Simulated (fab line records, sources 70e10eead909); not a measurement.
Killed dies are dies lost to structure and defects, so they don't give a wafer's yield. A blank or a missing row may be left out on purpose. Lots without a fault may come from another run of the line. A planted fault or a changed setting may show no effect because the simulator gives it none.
Which tool did it? | flow nand_harc | 24 lots, 72 wafers sampled, at 5 steps of a route of 1159

WHAT THE GAUGES READ, wafer by wafer
NHARC_A_CONTACT_INSPECT_71. Usual: raw_defect_count 30, standard deviation 14.
lot  | measured     | on                | raw_defect_count | flag
L075 | day 16 15:38 | defect_inspect-01 | 28 39 33         |
L074 | day 16 15:52 | defect_inspect-02 | 25 18 23         |
L077 | day 16 19:20 | defect_inspect-01 | 10 11 11         |
L076 | day 16 19:38 | defect_inspect-02 | 32 48 33         |
L079 | day 17 11:08 | defect_inspect-01 | 27 22 25         |
L078 | day 17 12:52 | defect_inspect-01 | 21 17 29         |
L081 | day 18 13:05 | defect_inspect-01 | 34 36 37         |
L080 | day 18 13:31 | defect_inspect-02 | 19 13 13         |
L085 | day 19 05:17 | defect_inspect-02 | 33 22 25         |
L084 | day 19 09:00 | defect_inspect-01 | 38 31 27         |
L082 | day 19 09:24 | defect_inspect-01 | 49 49 45         |
L083 | day 19 18:08 | defect_inspect-02 | 11 12 15         |
L087 | day 19 22:12 | defect_inspect-01 | 36 47 35         |
L086 | day 20 03:10 | defect_inspect-01 | 24 21 16         |
L089 | day 20 04:28 | defect_inspect-02 | 32 35 37         |
L088 | day 20 06:17 | defect_inspect-02 | 55 38 39         |
L090 | day 20 15:13 | defect_inspect-01 | 34 32 44         |
L092 | day 20 16:58 | defect_inspect-02 | 9 8 19           |
L091 | day 20 18:53 | defect_inspect-02 | 42 30 32         |
L094 | day 21 05:29 | defect_inspect-02 | 33 32 39         |
L093 | day 21 10:46 | defect_inspect-01 | 50 52 57         |
L096 | day 22 00:38 | defect_inspect-01 | 16 12 12         |
L095 | day 22 02:04 | defect_inspect-02 | 60 59 50         |
L097 | day 22 15:17 | defect_inspect-01 | 11 21 20         |

NHARC_A_CONTACT_CD_MEAS_80. Usual: cd_nm 189.8 nm, standard deviation 0.64.
lot  | measured     | on        | cd_nm (nm)        | flag
L075 | day 16 18:58 | cd_sem-01 | 189.5 188.1 189.6 |
L074 | day 16 19:14 | cd_sem-03 | 189.5 190.9 190.9 |
L077 | day 16 23:20 | cd_sem-01 | 189.2 188.8 190.5 |
L076 | day 16 23:08 | cd_sem-03 | 189.0 189.1 189.1 |
L079 | day 17 14:50 | cd_sem-03 | 189.4 190.7 189.5 |
L078 | day 17 16:10 | cd_sem-02 | 188.2 188.5 188.9 |
L081 | day 18 16:37 | cd_sem-02 | 189.1 189.2 190.0 |
L080 | day 18 17:00 | cd_sem-01 | 190.2 190.2 190.1 |
L085 | day 19 08:39 | cd_sem-01 | 190.0 189.4 189.7 |
L084 | day 19 12:31 | cd_sem-03 | 189.9 189.8 190.2 |
L082 | day 19 12:43 | cd_sem-02 | 189.3 189.5 189.6 |
L083 | day 19 22:02 | cd_sem-03 | 190.2 189.0 188.7 |
L087 | day 20 01:39 | cd_sem-02 | 190.6 190.9 190.4 |
L086 | day 20 06:29 | cd_sem-01 | 189.7 189.6 189.5 |
L089 | day 20 07:53 | cd_sem-02 | 189.6 189.3 189.4 |
L088 | day 20 09:40 | cd_sem-03 | 190.0 190.0 190.5 |
L090 | day 20 19:01 | cd_sem-01 | 190.0 190.0 189.4 |
L092 | day 20 20:47 | cd_sem-02 | 190.1 190.0 189.6 |
L091 | day 20 22:24 | cd_sem-03 | 189.0 189.7 190.7 |
L094 | day 21 08:48 | cd_sem-02 | 189.2 189.1 189.5 |
L093 | day 21 14:04 | cd_sem-03 | 190.5 190.6 190.7 |
L096 | day 22 03:59 | cd_sem-03 | 190.6 189.9 190.3 |
L095 | day 22 05:52 | cd_sem-03 | 191.0 190.4 191.4 |
L097 | day 22 18:37 | cd_sem-02 | 189.2 189.8 190.4 |

NHARC_A_BLC_OVL_MEAS_11. Usual: overlay_x_nm -0.1 nm, standard deviation 0.69; overlay_y_nm 0.1 nm, standard deviation 0.86.
lot  | measured     | on         | overlay_x_nm (nm) | overlay_y_nm (nm) | flag
L075 | day 17 09:49 | overlay-02 | -0.9 -0.1 -0.6    | -0.4 -0.6 -0.2    |
L074 | day 17 10:41 | overlay-01 | 0.6 -0.2 0.4      | -0.9 -0.7 -1.3    |
L077 | day 17 12:43 | overlay-02 | -0.5 -0.5 -0.4    | 0.6 1.1 0.5       |
L076 | day 17 11:17 | overlay-01 | -0.4 -0.3 0.2     | 0.1 0.2 0.1       |
L079 | day 18 01:35 | overlay-01 | 1.0 1.3 0.8       | 1.9 1.5 2.0       |
L078 | day 18 01:55 | overlay-01 | -0.6 -0.4 -1.1    | 0.7 0.6 0.8       |
L081 | day 19 05:16 | overlay-01 | 0.7 -0.3 -0.2     | -0.9 -1.2 -1.1    |
L080 | day 19 06:02 | overlay-02 | 0.0 0.6 0.0       | -0.3 0.7 -0.1     |
L085 | day 19 17:29 | overlay-01 | 1.1 0.9 0.8       | -1.0 -0.6 -1.1    |
L084 | day 20 00:10 | overlay-02 | -0.3 -0.6 -0.6    | -0.5 0.1 -0.7     |
L082 | day 20 01:02 | overlay-01 | 0.8 0.6 0.8       | -0.4 -0.4 -0.2    |
L083 | day 20 10:19 | overlay-02 | -1.2 -1.3 -1.4    | 1.0 1.4 0.7       |
L087 | day 20 11:04 | overlay-01 | -0.6 -0.8 -1.5    | 0.3 0.0 0.2       |
L086 | day 20 21:34 | overlay-02 | 0.3 0.4 0.8       | 1.3 1.3 0.7       |
L089 | day 20 22:50 | overlay-01 | -0.6 -0.7 -1.1    | 0.8 0.7 0.8       |
L088 | day 20 23:34 | overlay-02 | 0.7 -0.1 -0.1     | 0.5 0.5 0.8       |
L090 | day 21 15:44 | overlay-01 | 0.0 -0.3 0.4      | -0.1 0.3 -0.1     |
L092 | day 21 16:04 | overlay-02 | 0.4 0.2 -0.1      | 1.1 0.9 1.3       |
L091 | day 21 16:47 | overlay-02 | -0.9 -0.9 -0.3    | -1.0 -1.2 -0.8    |
L094 | day 21 20:53 | overlay-02 | 0.2 0.9 0.4       | 0.0 -0.3 -0.3     |
L093 | day 22 03:47 | overlay-01 | -0.6 -1.0 -0.7    | -1.7 -1.9 -1.4    |
L096 | day 22 16:42 | overlay-02 | -0.9 -0.9 -0.7    | -0.4 0.2 -0.2     |
L095 | day 22 18:05 | overlay-01 | -0.6 -0.4 -0.2    | 1.5 1.3 1.7       |
L097 | day 23 09:37 | overlay-02 | 0.2 0.2 0.9       | 0.7 0.4 1.2       |

WHICH TOOL RAN EACH LOT (tool, then ch and the chambers of the sampled wafers, then the start)
lot  | NHARC_A_CONTACT_ETCH_120             | NHARC_A_CONTACT_DESCUM_74
L075 | har_cap_etch-03 ch 0,1, day 16 07:48 | rie_diel-04 ch 0,3, day 16 15:41
L074 | har_cap_etch-02 ch 0, day 16 08:55   | rie_diel-13 ch 1,2,3, day 16 15:56
L077 | har_cap_etch-02 ch 0,1, day 16 13:52 | rie_diel-13 ch 0,1,3, day 16 19:25
L076 | har_cap_etch-01 ch 0,1, day 16 14:22 | rie_diel-04 ch 0,1,3, day 16 19:43
L079 | har_cap_etch-01 ch 1, day 17 06:37   | rie_diel-04 ch 2,3, day 17 11:11
L078 | har_cap_etch-03 ch 0,1, day 17 07:04 | rie_diel-06 ch 0,1, day 17 12:55
L081 | har_cap_etch-01 ch 0,1, day 18 07:08 | rie_diel-04 ch 0,1,3, day 18 13:09
L080 | har_cap_etch-03 ch 0,1, day 18 08:36 | rie_diel-04 ch 0,1,3, day 18 13:35
L085 | har_cap_etch-03 ch 0,1, day 18 21:48 | rie_diel-06 ch 0,3, day 19 05:21
L084 | har_cap_etch-03 ch 0,1, day 19 04:02 | rie_diel-13 ch 0,3, day 19 09:08
L082 | har_cap_etch-02 ch 0,1, day 19 04:35 | rie_diel-04 ch 0,1,3, day 19 09:28
L083 | har_cap_etch-03 ch 0,1, day 19 09:56 | rie_diel-13 ch 0,1, day 19 18:11
L087 | har_cap_etch-02 ch 0,1, day 19 17:07 | rie_diel-04 ch 0,1,2, day 19 22:16
L086 | har_cap_etch-02 ch 1, day 19 22:26   | rie_diel-04 ch 0,1,3, day 20 03:13
L089 | har_cap_etch-03 ch 0,1, day 19 23:33 | rie_diel-06 ch 0,1, day 20 04:32
L088 | har_cap_etch-02 ch 0,1, day 20 01:29 | rie_diel-04 ch 0,1,2, day 20 06:22
L090 | har_cap_etch-03 ch 0,1, day 20 08:54 | rie_diel-13 ch 0,1,2, day 20 15:17
L092 | har_cap_etch-02 ch 0,1, day 20 11:29 | rie_diel-13 ch 1,2,3, day 20 17:03
L091 | har_cap_etch-03 ch 0,1, day 20 13:11 | rie_diel-13 ch 0,2,3, day 20 18:57
L094 | har_cap_etch-03 ch 0,1, day 21 00:01 | rie_diel-04 ch 0,1, day 21 05:33
L093 | har_cap_etch-03 ch 0,1, day 21 05:24 | rie_diel-13 ch 1,2,3, day 21 10:50
L096 | har_cap_etch-02 ch 0,1, day 21 19:19 | rie_diel-04 ch 0,2,3, day 22 00:43
L095 | har_cap_etch-03 ch 0,1, day 21 21:25 | rie_diel-13 ch 2,3, day 22 02:07
L097 | har_cap_etch-01 ch 1, day 22 08:07   | rie_diel-04 ch 1,2,3, day 22 15:22
- NHARC_A_CONTACT_ETCH_120: etches the open film in C4F8/O2/Ar, time 94 s, target depth 922 nm.
- NHARC_A_CONTACT_DESCUM_74: chemistry O2, time 3 s.

WHAT THE TOOLS THEMSELVES READ (means of the sampled wafers that have a number; where no wafer has one, the mark that the record gives instead)
NHARC_A_CONTACT_ETCH_120. Usual: chamber_pressure_mTorr 19.999 mTorr, standard deviation 0.017.
lot  | tool            | chamber_pressure_mTorr (mTorr) | flag
L075 | har_cap_etch-03 | 19.985                         |
L074 | har_cap_etch-02 | 20.016                         |
L077 | har_cap_etch-02 | 19.984                         |
L076 | har_cap_etch-01 | 19.984                         |
L079 | har_cap_etch-01 | 19.997                         |
L078 | har_cap_etch-03 | 20.011                         |
L081 | har_cap_etch-01 | 19.998                         |
L080 | har_cap_etch-03 | 19.982                         |
L085 | har_cap_etch-03 | 19.993                         |
L084 | har_cap_etch-03 | 20.015                         |
L082 | har_cap_etch-02 | 19.988                         |
L083 | har_cap_etch-03 | 20.006                         |
L087 | har_cap_etch-02 | 20.013                         |
L086 | har_cap_etch-02 | 20.017                         |
L089 | har_cap_etch-03 | 20.013                         |
L088 | har_cap_etch-02 | 20.006                         |
L090 | har_cap_etch-03 | 20.009                         |
L092 | har_cap_etch-02 | 19.987                         |
L091 | har_cap_etch-03 | 20.016                         |
L094 | har_cap_etch-03 | 19.990                         |
L093 | har_cap_etch-03 | 20.007                         |
L096 | har_cap_etch-02 | 19.992                         |
L095 | har_cap_etch-03 | 19.990                         |
L097 | har_cap_etch-01 | 19.994                         |

NHARC_A_CONTACT_DESCUM_74. Usual: chamber_pressure_mTorr 59.99 mTorr, standard deviation 0.052; drypump_motor_current_A 5.7 A, standard deviation 0.42; oes_product_au 1.001 a.u., standard deviation 0.0071; rf_vpp_V 57.8 V, standard deviation 0.9; showerhead_plenum_p_Torr 1.93 Torr, standard deviation 0.098; throttle_valve_pct 11.311 %, standard deviation 0.01.
lot  | tool        | chamber_pressure_mTorr (mTorr) | drypump_motor_current_A (A) | oes_product_au (a.u.) | rf_vpp_V (V) | showerhead_plenum_p_Torr (Torr) | throttle_valve_pct (%) | flag
L075 | rie_diel-04 | 60.00                          | 5.6                         | 1.004                 | 58.2         | 1.91                            | 11.304                 |
L074 | rie_diel-13 | 59.98                          | 5.7                         | 0.998                 | 57.5         | 1.88                            | 11.300                 |
L077 | rie_diel-13 | 60.03                          | 5.4                         | 1.001                 | 56.5         | 1.83                            | 11.309                 |
L076 | rie_diel-04 | 59.98                          | 5.5                         | 1.000                 | 58.1         | 1.94                            | 11.311                 |
L079 | rie_diel-04 | 59.97                          | 5.6                         | 0.999                 | 58.2         | 1.86                            | 11.299                 |
L078 | rie_diel-06 | 59.97                          | 6.1                         | 1.002                 | 58.7         | 1.96                            | 11.305                 |
L081 | rie_diel-04 | 59.99                          | 5.5                         | 1.001                 | 57.5         | 1.93                            | 11.311                 |
L080 | rie_diel-04 | 59.95                          | 5.4                         | 1.005                 | 58.3         | 1.93                            | 11.320                 |
L085 | rie_diel-06 | 59.96                          | 6.2                         | 1.006                 | 57.8         | 2.03                            | 11.310                 |
L084 | rie_diel-13 | 60.01                          | 5.5                         | 0.999                 | 58.1         | 1.81                            | 11.314                 |
L082 | rie_diel-04 | 59.98                          | 5.5                         | 1.008                 | 58.6         | 1.93                            | 11.312                 |
L083 | rie_diel-13 | 59.96                          | 5.5                         | 1.007                 | 57.4         | 1.88                            | 11.313                 |
L087 | rie_diel-04 | 59.97                          | 5.7                         | 1.006                 | 58.8         | 1.95                            | 11.316                 |
L086 | rie_diel-04 | 59.95                          | 5.5                         | 0.996                 | 58.3         | 1.93                            | 11.316                 |
L089 | rie_diel-06 | 59.94                          | 6.1                         | 1.002                 | 58.3         | 1.95                            | 11.311                 |
L088 | rie_diel-04 | 60.00                          | 5.7                         | 0.998                 | 57.6         | 1.95                            | 11.318                 |
L090 | rie_diel-13 | 59.98                          | 5.8                         | 1.004                 | 57.4         | 1.92                            | 11.314                 |
L092 | rie_diel-13 | 60.02                          | 5.8                         | 0.998                 | 57.6         | 1.97                            | 11.319                 |
L091 | rie_diel-13 | 60.02                          | 5.8                         | 1.001                 | 58.2         | 2.01                            | 11.313                 |
L094 | rie_diel-04 | 60.00                          | 5.7                         | 0.999                 | 57.3         | 1.97                            | 11.305                 |
L093 | rie_diel-13 | 59.96                          | 5.8                         | 1.001                 | 57.5         | 1.97                            | 11.301                 |
L096 | rie_diel-04 | 60.06                          | 5.6                         | 0.997                 | 57.7         | 1.88                            | 11.313                 |
L095 | rie_diel-13 | 60.01                          | 5.8                         | 0.995                 | 58.8         | 2.06                            | 11.308                 |
L097 | rie_diel-04 | 59.99                          | 5.5                         | 0.997                 | 56.7         | 1.91                            | 11.307                 |

THE ANSWER, worked out from the rows above alone
Rule: a lot is off if the mean of its wafers that have a number lies more than 3 standard deviations from the usual mean. A lot without any number at a reading at which 4 lots or more have one is off too. The other lots that the step has rows for count as sound. The gauges are gone through in route order, then the tools' own readings, and for those a lot's mean is taken as printed above. The first step at which some lot is off is used, and at that step the reading that is off furthest; a lot without a number counts as furthest.
No lot is off at any reading shown: from this, nothing can be told.

WHAT THE SIMULATOR HAD PUT IN
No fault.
